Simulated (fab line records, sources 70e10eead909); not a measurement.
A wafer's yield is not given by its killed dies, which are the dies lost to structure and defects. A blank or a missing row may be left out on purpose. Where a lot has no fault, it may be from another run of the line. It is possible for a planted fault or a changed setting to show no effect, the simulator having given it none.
fab line records	flow nand_harc
record: lots: 5	wafers: 15	last_day: 34
route steps=1302 shown P_M1@295 END@1302
lots that met no fault: taken from a fault-free run of the same line
start_h: start of the lot's first displayed wafer, in hours after the record's first day	wait_h: time in hours since the lot's previous step	" repeats the value in the row above	L1.1+2: a row that stands for several wafers	- no value, or no start was given	* or withheld: withheld	< > ~ a bound
route shown NAME@n: names a module that has steps shown in the file, with the first one's number in the route	usual: mean/standard deviation taken from wafers without a fault	same: alike in all rows	chamber/n: place in a boat	sites: readings site by site	_std_site: their standard deviation	_edge_site: outer sites' mean less inner sites'	radius_mm: for every site, how far away it sits from the centre of the wafer	mask NAME#n: copy n	behind: the last tool/chamber to shape the wafer	hold: what put the lot on hold/how long, in hours/how the hold closed	device: the n, p or np transistor that did not switch	end of line: tests run on the same wafers once the route is complete	a step without rows: its recipe alone	killed: the dies lost at the first sort to structure and to defects; this is not the yield of the wafer	map: a wafer's dies, x killed, . not, _ none there
set.NAME: the setting the step ran with; set.NAME@STEP: the setting that earlier step ran with	model.NAME: the simulator's own value behind a step, which no gauge read
lots seen at some steps along the route; tables by step, rows by wafer
services: from which hour (start_h, from the record's first day; less than 0 if before it) a tool's chamber was out of use, for how many hours, and why
== steps ==
step: NHARC_P_M1_CD_MEAS_09
recipe: target_cd_nm: 130	landing_energy_ev: 500
usual: cd_nm: 130.0/0.49
lot.wafer	tool	chamber	start_h	wait_h	cd_nm
L556.1	cd_sem-02	0	131.48	-	129.4
L556.3	"	0	"	"	129.8
L556.5	"	0	"	"	129.2
L568.3	cd_sem-02	0	257.61	-	131.1
L568.4	"	0	"	"	130.5
L568.5	"	0	"	"	130.2
L571.2	cd_sem-03	0	290.40	-	130.0
L571.4	"	0	"	"	130.0
L571.5	"	0	"	"	129.9
L575.1	cd_sem-02	0	328.49	-	130.1
L575.2	"	0	"	"	130.6
L575.4	"	0	"	"	130.3
L578.1	cd_sem-01	0	357.87	-	129.5
L578.2	"	0	"	"	129.8
L578.3	"	0	"	"	129.7
step: NHARC_P_M1_OVL_MEAS_10
recipe: pitch_nm: 260
usual: overlay_x_nm: 0.2/0.79	overlay_y_nm: -0.2/0.75
lot.wafer	tool	chamber	start_h	wait_h	overlay_x_nm	overlay_y_nm
L556.1	overlay-02	-	131.56	-	-0.1	0.3
L556.3	"	-	"	"	-0.9	-0.4
L556.5	"	-	"	"	0.1	0.5
L568.3	overlay-01	-	257.70	-	-0.4	0.0
L568.4	"	-	"	"	-0.9	0.2
L568.5	"	-	"	"	-1.1	0.4
L571.2	overlay-01	-	290.48	-	-1.3	0.0
L571.4	"	-	"	"	-1.0	-0.3
L571.5	"	-	"	"	-1.5	-0.2
L575.1	overlay-02	-	328.58	-	-0.7	-0.7
L575.2	"	-	"	"	-0.5	-0.2
L575.4	"	-	"	"	-0.4	-0.4
L578.1	overlay-02	-	357.96	-	0.9	-0.8
L578.2	"	-	"	"	0.9	-0.7
L578.3	"	-	"	"	0.4	-0.5
step: NHARC_P_M1_INSPECT_11
usual: raw_defect_count: 4.5/2.7
lot.wafer	tool	chamber	start_h	wait_h	raw_defect_count
L556.1	defect_inspect-02	-	131.60	0.0	4
L556.3	"	-	"	"	3
L556.5	"	-	"	"	4
L568.3	defect_inspect-01	-	257.73	0.0	10
L568.4	"	-	"	"	12
L568.5	"	-	"	"	3
L571.2	defect_inspect-01	-	290.52	0.0	3
L571.4	"	-	"	"	3
L571.5	"	-	"	"	4
L575.1	defect_inspect-01	-	328.62	0.0	1
L575.2	"	-	"	"	3
L575.4	"	-	"	"	7
L578.1	defect_inspect-01	-	358.00	0.0	5
L578.2	"	-	"	"	4
L578.3	"	-	"	"	3
step: NHARC_P_M1_DESCUM_14
recipe: time_s: 3	o2_flow_sccm: 200	ar_flow_sccm: 0	bias_power_w: 0	chemistry: O2
usual: drypump_motor_current_A: 5.75/0.27	mfc_ar_sccm: 0.005/0.0069	o2_flow_sccm: 199.9/0.61	oes_product_au: 1.003/0.0078	rf_vpp_V: 58.0/0.93	showerhead_plenum_p_Torr: 1.94/0.087	throttle_valve_pct: 11.310/0.0093
lot.wafer	tool	chamber	start_h	wait_h	drypump_motor_current_A	mfc_ar_sccm	o2_flow_sccm	oes_product_au	rf_hours_counter_h	rf_vpp_V	showerhead_plenum_p_Torr	throttle_valve_pct
L556.3	rie_diel-13	0	131.66	0.1	6.02	0	200.0	1.007	7	59.6	2.06	11.318
L556.1	"	3	"	"	6.04	0.014	199.9	1.000	7	57.6	1.91	11.311
L556.5	"	1	"	"	5.56	0.001	199.6	1.010	-	58.0	2.00	11.304
L568.3	rie_diel-13	1	257.81	0.1	5.62	0.001	200.0	1.015	6	57.8	2.00	11.315
L568.4	"	0	"	"	6.02	0	199.3	1.020	-	59.6	2.05	11.318
L568.5	"	1	"	"	5.62	0.001	199.1	1.014	-	59.0	2.00	11.304
L571.2	rie_diel-13	3	290.58	0.1	6.05	0.014	200.8	1.008	6	59.1	1.91	11.314
L571.4	"	2	"	"	5.62	0	199.4	0.996	6	57.2	1.79	11.318
L571.5	"	3	"	"	6.05	0.014	200.2	1.003	-	58.9	1.91	11.320
L575.2	rie_diel-13	3	328.68	0.1	6.09	0.014	199.7	1.001	9	56.1	1.90	11.308
L575.4	"	1	"	"	5.61	0.001	200.0	1.000	10	57.0	2.00	11.315
L575.1	"	2	"	"	5.61	0	200.9	0.999	9	57.7	1.79	11.310
L578.3	rie_diel-13	2	358.06	0.1	5.59	0	199.3	0.998	1	57.9	1.79	11.312
L578.1	"	3	"	"	6.08	0.014	200.0	0.999	1	57.2	1.90	11.311
L578.2	"	0	"	"	5.99	0	199.9	0.997	1	58.7	2.05	11.300
step: NHARC_P_M1_ETCH_35
recipe: target_depth_a: 400	overetch_a: 120	time_s: 43.94	ion_energy_ev: 200	n2_flow_sccm: 150	h2_flow_sccm: 150	ar_flow_sccm: 0	rf_w: 400	bias_w: 150	chemistry: N2/H2
usual: drypump_motor_current_A: 5.74/0.26	mfc_ar_sccm: 0.005/0.0066	oes_product_au: 1.001/0.0072	rf_vpp_V: 431.0/2.8	showerhead_plenum_p_Torr: 2.05/0.097	throttle_valve_pct: 14.172/0.0092
lot.wafer	tool	chamber	start_h	wait_h	drypump_motor_current_A	mfc_ar_sccm	oes_product_au	rf_hours_counter_h	rf_vpp_V	showerhead_plenum_p_Torr	throttle_valve_pct
L556.1	rie_diel-13	1	131.75	0.1	5.56	0.001	1.001	8	433.4	2.14	14.178
L556.3	"	2	"	"	5.60	0	0.992	7	426.4	1.91	14.162
L556.5	"	0	"	"	6.02	0	0.992	-	435.1	2.20	14.188
L568.3	rie_diel-13	1	257.96	0.1	5.58	0.001	1.011	6	431.8	2.14	14.183
L568.5	"	3	"	"	6.07	0.014	0.999	-	429.6	2.03	14.175
L568.4	"	0	"	"	6.01	0	1.001	-	435.2	2.19	14.164
L571.2	rie_diel-13	3	290.67	0.1	6.06	0.014	1.000	6	430.8	2.03	14.168
L571.4	"	1	"	"	5.58	0.001	1.007	7	434.3	2.14	14.172
L571.5	"	3	"	"	6.07	0.014	1.007	-	429.2	2.03	14.160
L575.2	rie_diel-13	2	328.76	0.1	5.63	0	1.007	9	428.0	1.90	14.158
L575.4	"	3	"	"	6.05	0.014	0.998	9	430.2	2.03	14.177
L575.1	"	1	"	"	5.58	0.001	1.002	10	434.9	2.13	14.168
L578.1	rie_diel-13	3	358.16	0.1	6.07	0.014	1.001	1	430.9	2.03	14.177
L578.2	"	0	"	"	6.01	0	1.012	1	434.6	2.19	14.177
L578.3	"	2	"	"	5.62	0	1.001	1	427.5	1.90	14.170
step: NHARC_P_M1_ETCH_15
recipe: target_depth_a: 1825	time_s: 91.2	c4f8_flow_sccm: withheld	ar_flow_sccm: 400	rf_w: 600	bias_w: 300	chemistry: C4F8/Ar
usual: oes_product_au: 0.959/0.019	rf_vpp_V: 441.5/2.9
lot.wafer	tool	chamber	start_h	wait_h	oes_product_au	rf_hours_counter_h	rf_vpp_V
L556.1	rie_diel-13	1	-	-	0.966	8	444.4
L556.3	"	2	"	"	0.968	7	437.1
L556.5	"	2	"	"	0.986	-	437.7
L568.3	rie_diel-13	0	-	-	0.953	5	445.1
L568.5	"	0	"	"	0.943	-	445.7
L568.4	"	1	"	"	0.953	-	443.9
L571.4	rie_diel-13	3	-	-	0.961	6	441.2
L571.2	"	0	"	"	0.964	6	443.9
L571.5	"	3	"	"	0.963	-	441.0
L575.4	rie_diel-13	0	-	-	0.955	10	444.2
L575.2	"	2	"	"	0.961	10	435.6
L575.1	"	3	"	"	0.953	9	440.7
L578.1	rie_diel-13	3	-	-	0.945	1	439.8
L578.3	"	0	"	"	0.956	1	443.9
L578.2	"	2	"	"	0.962	1	436.1
step: NHARC_P_M1_CD_MEAS_16
usual: cd_nm: 130.0/0.63
lot.wafer	tool	chamber	start_h	wait_h	cd_nm
L556.1	cd_sem-03	-	131.97	-	129.0
L556.3	"	-	"	"	129.6
L556.5	"	-	"	"	129.5
L568.3	cd_sem-03	-	258.20	-	130.7
L568.4	"	-	"	"	130.7
L568.5	"	-	"	"	130.2
L571.2	cd_sem-03	-	290.89	-	129.0
L571.4	"	-	"	"	130.1
L571.5	"	-	"	"	129.7
L575.1	cd_sem-03	-	328.98	-	130.1
L575.2	"	-	"	"	130.0
L575.4	"	-	"	"	129.3
L578.1	cd_sem-03	-	358.41	-	129.3
L578.2	"	-	"	"	129.1
L578.3	"	-	"	"	130.2
step: NHARC_P_M1_STRIP_18
recipe: power_w: 1000	n2_flow_sccm: 150	h2_flow_sccm: 150	ar_flow_sccm: 0	bias_w: 0	chemistry: N2/H2
step: NHARC_P_M1_ETCH_28
recipe: target_depth_a: 300	over_etch_frac: 0.3	time_s: 72.99	ion_energy_ev: 150	cf4_flow_sccm: 50	n2_flow_sccm: 100	ar_flow_sccm: 150	rf_w: 300	bias_w: 100	chemistry: CF4/N2
step: NHARC_P_M1_STRIP_19
recipe: time_s: 600	temp_c: 30	chemistry: post_etch_residue_remover
step: NHARC_P_M1_DEGAS_29
recipe: temp_c: 250	time_s: 60
usual: heater_power_w: 348/40
lot.wafer	tool	chamber	start_h	wait_h	heater_power_w
L556.1	pvd_sputter-01	-	132.71	-	333
L556.3	"	-	"	"	451
L556.5	"	-	"	"	328
L568.4	pvd_sputter-02	-	258.98	-	320
L568.3	"	-	"	"	332
L568.5	"	-	"	"	324
L571.2	pvd_sputter-03	-	291.61	-	373
L571.4	"	-	"	"	323
L571.5	"	-	"	"	373
L575.1	pvd_sputter-02	-	329.70	-	323
L575.4	"	-	"	"	336
L575.2	"	-	"	"	383
L578.1	pvd_sputter-03	-	359.20	-	276
L578.2	"	-	"	"	381
L578.3	"	-	"	"	314
step: NHARC_P_M1_PRE_CLEAN_30
recipe: time_s: 30	temp_c: 280	gas: H2/He
step: NHARC_P_M1_PVD_20
recipe: target_thk_a: 50	bias_v: 168.6	power_w: 15000	chamber_pressure_pa: 0.12	time_s: 8.06	substrate_temp_c: 50	material: TaN
usual: throttle_valve_pct: 30.1/1.3	time_s: 8.06/0
lot.wafer	tool	chamber	start_h	wait_h	throttle_valve_pct	time_s
L556.1	pvd_sputter-01	-	132.82	-	29.9	8.06
L556.3	"	-	"	"	28.6	8.06
L556.5	"	-	"	"	28.1	8.06
L568.3	pvd_sputter-02	-	259.10	-	28.6	13.288
L568.4	"	-	"	"	31.6	8.06
L568.5	"	-	"	"	30.2	8.06
L571.2	pvd_sputter-03	-	291.71	-	31.8	8.06
L571.4	"	-	"	"	30.7	8.06
L571.5	"	-	"	"	31.9	8.06
L575.1	pvd_sputter-02	-	329.81	-	30.4	8.06
L575.2	"	-	"	"	31.5	8.06
L575.4	"	-	"	"	31.0	8.06
L578.1	pvd_sputter-03	-	359.31	-	32.7	8.06
L578.3	"	-	"	"	29.6	8.06
L578.2	"	-	"	"	29.8	8.06
step: NHARC_P_M1_PVD_21
recipe: target_thk_a: 300	chamber_pressure_pa: 5	power_w: 5000	substrate_temp_c: 30	time_s: 20.49	material: Cu
usual: throttle_valve_pct: 30.0/1.3	time_s: 20.49/0
lot.wafer	tool	chamber	start_h	wait_h	throttle_valve_pct	time_s
L556.1	pvd_sputter-01	-	-	-	27.7	20.49
L556.3	"	-	"	"	28.8	20.49
L556.5	"	-	"	"	28.2	20.49
L568.4	pvd_sputter-02	-	-	-	31.8	20.49
L568.3	"	-	"	"	30.5	20.49
L568.5	"	-	"	"	30.3	20.49
L571.4	pvd_sputter-03	-	-	-	29.2	20.49
L571.2	"	-	"	"	32.1	20.49
L571.5	"	-	"	"	29.4	20.49
L575.1	pvd_sputter-02	-	-	-	30.8	20.49
L575.4	"	-	"	"	30.4	20.49
L575.2	"	-	"	"	31.8	20.49
L578.2	pvd_sputter-03	-	-	-	29.7	20.49
L578.1	"	-	"	"	30.7	20.49
L578.3	"	-	"	"	29.6	20.49
step: NHARC_END_SORT_01
recipe: temp_c: 25
usual: defect_limited_yield: 91.8/2.3	killed_at_array: 51/16	killed_at_other: 0.6/0.88	killed_at_periphery: 4.0/2.6	killed_dies: 55/16	killed_open: 3.5/1.9	killed_short: 2.3/1.6	sort_bin_2_pct: 2.9/1.1	sort_bin_3_pct: 0.6/0.41	sort_bin_4_pct: 4.6/1.3	sort_n_pass: 622/16	sort_rim_yield_pct: 93/3.2	sort_yield_pct: 91.8/2.3
same: gross_dies: 677	sort_bin_5_pct[%]: 0	sort_bin_6_pct[%]: 0	sort_bin_7_pct[%]: 0	sort_bin_8_pct[%]: 0	sort_rim_n_gross: 106.00
lot.wafer	tool	chamber	start_h	wait_h	defect_limited_yield[%]	killed_at_array	killed_at_other	killed_at_periphery	killed_dies	killed_open	killed_short	sort_bin_2_pct[%]	sort_bin_3_pct[%]	sort_bin_4_pct[%]	sort_n_pass	sort_rim_yield_pct[%]	sort_yield_pct[%]
L556.1	prober-01	0	577.60	2.5	89.2	65	1	7	73	3	3	2.4	0.7	7.7	604	95	89.2
L556.3	prober-01	0	579.21	3.1	90.1	65	0	2	67	2	1	4.6	0.3	5.0	610	92	90.1
L556.5	prober-01	0	580.81	3.7	91.7	53	0	3	56	3	5	3.8	0.9	3.5	621	87	91.7
L568.3	prober-01	0	699.94	3.1	93.8	34	1	7	42	6	4	2.5	0.1	3.5	635	92	93.8
L568.4	prober-01	0	700.74	3.4	92.0	47	0	7	54	5	1	2.7	0.7	4.6	623	95	92.0
L568.5	prober-01	0	701.54	3.7	91.6	52	1	4	57	2	5	3.1	0.4	4.9	620	98	91.6
L571.2	prober-01	0	728.56	2.8	90.3	63	1	2	66	4	2	2.7	1.0	6.1	611	95	90.3
L571.4	prober-01	0	730.14	3.4	90.4	61	3	1	65	2	0	3.8	0.4	5.3	612	92	90.4
L571.5	prober-01	0	730.94	3.7	91.7	51	2	3	56	2	3	2.7	0.9	4.7	621	92	91.7
L575.1	prober-02	0	764.97	2.5	89.7	67	0	3	70	5	7	3.5	1.3	5.5	607	90	89.7
L575.2	prober-02	0	765.77	2.8	91.0	57	0	4	61	3	0	3.1	0.6	5.3	616	92	91.0
L575.4	prober-02	0	767.37	3.4	89.2	65	1	7	73	4	2	4.3	0.9	5.6	604	93	89.2
L578.1	prober-01	0	814.39	2.4	93.4	38	2	5	45	4	4	2.4	0.6	3.7	632	92	93.4
L578.2	prober-01	0	815.20	2.8	92.9	43	0	5	48	2	1	2.1	0.3	4.7	629	96	92.9
L578.3	prober-01	0	816.00	3.1	94.5	35	0	2	37	3	2	1.8	0	3.7	640	90	94.5
killed by level:class
L556.1 A_CHANNEL_HOLE_D2:chamber_film_flake=31 A_SLIT:chamber_film_flake=20 A_CONTACT:chamber_film_flake=5 P_ZERO_WELL:chamber_film_flake=4 A_DECK1_JOINT:chamber_film_flake=2 A_BLC:chamber_film_flake=2 P_GATE:geometric_particle:open=1 P_CONTACT:geometric_particle:short=1
L556.3 A_CHANNEL_HOLE_D2:chamber_film_flake=28 A_SLIT:chamber_film_flake=23 A_CHANNEL_HOLE_D1:chamber_film_flake=6 A_WL_FILL:chamber_film_flake=3 P_CONTACT:geometric_particle:open=1 A_WL_FILL:geometric_particle:short=1 A_BLC:geometric_particle:open=1 P_ZERO_WELL:chamber_film_flake=1
L556.5 A_SLIT:chamber_film_flake=20 A_CHANNEL_HOLE_D2:chamber_film_flake=16 A_CHANNEL_HOLE_D1:chamber_film_flake=5 P_M0:geometric_particle:open=2 A_CHANNEL_FILL_D2:geometric_particle:short=2 A_ZERO_WELL:chamber_film_flake=2 A_BLC:chamber_film_flake=2 A_ONON_D1:geometric_particle:short=1
L568.3 A_CHANNEL_HOLE_D1:chamber_film_flake=22 P_GATE:chamber_film_flake=3 P_M0:geometric_particle:open=2 A_M0:geometric_particle:open=2 A_CONTACT:chamber_film_flake=2 P_M1:geometric_particle:short=1 A_ONON_D1:geometric_particle:open=1 A_ONON_D1:geometric_particle:short=1
L568.4 A_CHANNEL_HOLE_D1:chamber_film_flake=32 P_GATE:chamber_film_flake=5 A_SLIT:chamber_film_flake=4 A_BONDPAD:chamber_film_flake=4 A_ONON_D2:geometric_particle:open=2 P_M1:geometric_particle:open=1 A_WL_FILL:geometric_particle:short=1 A_BLC:geometric_particle:open=1
L568.5 A_CHANNEL_HOLE_D1:chamber_film_flake=35 A_CONTACT:chamber_film_flake=5 A_SLIT:chamber_film_flake=3 A_CHANNEL_HOLE_D1:geometric_particle:short=2 P_M2:chamber_film_flake=2 A_CHANNEL_FILL_D1:geometric_particle:open=1 A_DECK1_JOINT:geometric_particle:short=1 A_CHANNEL_FILL_D2:geometric_particle:short=1
L571.2 A_CHANNEL_HOLE_D1:chamber_film_flake=25 A_CHANNEL_HOLE_D2:chamber_film_flake=16 A_CONTACT:chamber_film_flake=9 A_CHANNEL_FILL_D2:chamber_film_flake=3 A_SLIT:chamber_film_flake=3 A_WL_FILL:geometric_particle:open=2 P_STI:geometric_particle:short=1 A_ONON_D1:geometric_particle:open=1
L571.4 A_CHANNEL_HOLE_D1:chamber_film_flake=18 A_CHANNEL_HOLE_D2:chamber_film_flake=14 A_ZERO_WELL:chamber_film_flake=9 A_CONTACT:chamber_film_flake=6 A_SLIT:chamber_film_flake=4 A_WL_FILL:chamber_film_flake=3 THIN_TSV:chamber_film_flake=3 A_DECK1_JOINT:geometric_particle:open=2
L571.5 A_CHANNEL_HOLE_D1:chamber_film_flake=16 A_CHANNEL_HOLE_D2:chamber_film_flake=14 A_CONTACT:chamber_film_flake=5 A_ZERO_WELL:chamber_film_flake=4 A_STAIRCASE:chamber_film_flake=3 A_WL_FILL:chamber_film_flake=3 A_SLIT:chamber_film_flake=2 THIN_TSV:chamber_film_flake=2
L575.1 A_CHANNEL_HOLE_D2:chamber_film_flake=16 A_CHANNEL_HOLE_D1:chamber_film_flake=12 A_CONTACT:chamber_film_flake=10 A_STAIRCASE:chamber_film_flake=7 A_SLIT:chamber_film_flake=5 A_ONON_D1:geometric_particle:short=3 A_BLC:chamber_film_flake=3 A_ONON_D2:geometric_particle:short=2
L575.2 A_CHANNEL_HOLE_D2:chamber_film_flake=19 A_CHANNEL_HOLE_D1:chamber_film_flake=12 A_CONTACT:chamber_film_flake=8 A_STAIRCASE:chamber_film_flake=5 A_SLIT:chamber_film_flake=5 P_CONTACT:chamber_film_flake=3 A_BLC:chamber_film_flake=3 A_CHANNEL_FILL_D1:geometric_particle:open=1
L575.4 A_CHANNEL_HOLE_D2:chamber_film_flake=23 A_SLIT:chamber_film_flake=10 A_CHANNEL_HOLE_D1:chamber_film_flake=9 A_STAIRCASE:chamber_film_flake=9 A_CONTACT:chamber_film_flake=8 P_GATE:chamber_film_flake=2 P_BONDPAD:chamber_film_flake=2 A_BLC:chamber_film_flake=2
L578.1 A_CHANNEL_HOLE_D1:chamber_film_flake=12 A_SLIT:chamber_film_flake=6 A_CONTACT:chamber_film_flake=6 A_ONON_D1:geometric_particle:short=3 P_STI:chamber_film_flake=3 A_STAIRCASE:chamber_film_flake=3 A_CHANNEL_HOLE_D2:chamber_film_flake=2 THIN_TSV:chamber_film_flake=2
L578.2 A_CHANNEL_HOLE_D1:chamber_film_flake=19 A_SLIT:chamber_film_flake=14 P_M1:chamber_film_flake=3 A_STAIRCASE:chamber_film_flake=3 P_STI:chamber_film_flake=2 A_CHANNEL_HOLE_D2:chamber_film_flake=2 A_CONTACT:chamber_film_flake=2 A_ONON_D1:geometric_particle:short=1
L578.3 A_CHANNEL_HOLE_D1:chamber_film_flake=13 A_SLIT:chamber_film_flake=7 A_STAIRCASE:chamber_film_flake=4 A_CONTACT:chamber_film_flake=4 A_ONON_D2:geometric_particle:open=2 A_DECK1_JOINT:geometric_particle:open=1 A_M0:geometric_particle:short=1 A_M1:geometric_particle:short=1
== services ==
tool	chamber	start_h	hours	kind
pvd_sputter-02	-	113.70	2.9	repair
pvd_sputter-03	-	118.72	5.7	repair
rie_diel-13	0	119.50	-	clean
rie_diel-13	1	119.50	-	clean
rie_diel-13	2	119.50	-	clean
rie_diel-13	3	119.50	-	clean
rie_diel-13	0	122.67	8.0	repair
pvd_sputter-03	-	130.04	2.8	repair
pvd_sputter-03	-	145.11	1.6	repair
rie_diel-13	-	162.07	0.6	repair
rie_diel-13	-	165.00	9.0	pm
pvd_sputter-03	-	170.01	10.0	pm
rie_diel-13	2	202.62	4.1	repair
rie_diel-13	3	212.79	2.7	repair
rie_diel-13	2	246.96	23.0	repair
pvd_sputter-01	-	247.91	10.0	pm
pvd_sputter-03	-	260.60	0.8	repair
pvd_sputter-01	-	264.85	1.9	repair
rie_diel-13	0	274.15	5.0	repair
rie_diel-13	1	277.73	9.5	repair
pvd_sputter-02	-	282.65	10.0	pm
pvd_sputter-01	-	317.25	7.8	repair
rie_diel-13	-	342.00	9.0	pm
pvd_sputter-03	-	348.05	10.0	pm
== key ==
first_sign: step: NHARC_P_M1_PVD_20	reading: time_s	direction: up	sigmas: 99+	usual: *	struck: *
effect none on later readings
met_at NHARC_P_M1_PVD_20
struck_wafers L568.3
fault: kind: process_parameter_drift	tool: pvd_sputter-02	chamber: -	onset_h: 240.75	steps: NHARC_P_M1_PVD_20	channel: time_s	offset: *	shape: step	end_h: 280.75	scope: struck_wafers_only	acts_in: *	stated: *
